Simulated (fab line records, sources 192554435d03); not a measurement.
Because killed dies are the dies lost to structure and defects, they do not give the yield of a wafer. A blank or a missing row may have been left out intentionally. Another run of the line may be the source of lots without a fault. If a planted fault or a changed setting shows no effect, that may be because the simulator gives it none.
The tool behind it: which one? ; flow n5_finfet ; Sampling: 12 lots, 36 wafers, 3 of 1938 route steps

== WHAT THE GAUGES READ, wafer by wafer ==
N5_BEOL_M9_OCD_MEAS_38.
lot;measured;on;trench_depth_nm (nm)
L077;day 10 01:17;ocd-01;149.7 153.4 154.7
L075;day 10 13:27;ocd-02;153.5 147.7 153.2
L080;day 11 02:13;ocd-01;149.8 153.2 147.9
L081;day 12 07:49;ocd-01;149.0 150.0 152.4
L082;day 12 11:23;ocd-01;150.8 147.9 147.6
L085;day 12 16:10;ocd-02;152.0 151.5 148.6
L088;day 13 13:31;ocd-01;155.0 148.1 150.0
L089;day 13 13:29;ocd-02;147.3 150.8 147.1
L091;day 14 13:32;ocd-02;153.7 154.4 154.1
L093;day 14 16:08;ocd-02;152.6 146.0 147.9
L095;day 15 07:29;ocd-01;147.0 150.3 151.8
L097;day 15 15:47;ocd-02;149.2 152.7 151.8

== EACH LOT AND THE TOOL THAT RAN IT (in order: tool; ch and the chambers of the sampled wafers; start) ==
lot;N5_BEOL_M9_STRIP_67;N5_BEOL_M9_ETCH_66
L077;rie_diel-02 ch 0,3, day 9 23:17;rie_diel-05 ch 0,1,3, day 10 00:55
L075;rie_diel-06 ch 0,2,3, day 10 10:55;rie_diel-02 ch 0,1, day 10 13:05
L080;rie_diel-05 ch 0,1, day 11 01:04;rie_diel-05 ch 0,1, day 11 01:51
L081;rie_diel-05 ch 1,2,3, day 12 06:35;rie_diel-05 ch 0,1,2, day 12 07:26
L082;rie_diel-05 ch 0,1,2, day 12 10:17;rie_diel-06 ch 1,2, day 12 11:01
L085;rie_diel-05 ch 0,1, day 12 13:49;rie_diel-06 ch 0,2,3, day 12 15:47
L088;rie_diel-02 ch 1,3, day 13 05:38;rie_diel-02 ch 2,3, day 13 13:08
L089;rie_diel-06 ch 0,1,2, day 13 06:41;rie_diel-06 ch 0,1, day 13 13:06
L091;rie_diel-06 ch 0,1,3, day 14 10:48;rie_diel-05 ch 0,3, day 14 13:09
L093;rie_diel-06 ch 0,2,3, day 14 14:51;rie_diel-05 ch 1,3, day 14 15:46
L095;rie_diel-06 ch 1,3, day 15 03:05;rie_diel-06 ch 1,3, day 15 06:56
L097;rie_diel-06 ch 2,3, day 15 13:24;rie_diel-05 ch 1,2,3, day 15 15:25
- N5_BEOL_M9_STRIP_67: strips in CF4.
- N5_BEOL_M9_ETCH_66: etches SOC in N2/H2, target depth 80 nm, overetch 16 nm, time 120 s.

== THE ANSWER, worked out from the rows above alone ==
Rule: the lots themselves supply what counts as usual. The widest of any qualifying gaps counts: lots, ordered by their means at a reading, are off when they make up no more than a third of the lots, leave a main group of 4 or more, and stand apart from it by 3 or more times the standard deviation of that group's means. Not used: any main group whose means are identical at the precision the tables above print for the reading. A lot without any number at a reading at which 4 lots or more have one is off too. Any other lot the step has rows for is counted as sound.
Nothing can be told from this: no lot is off at any reading shown.

== WHAT THE SIMULATOR HAD PUT IN ==
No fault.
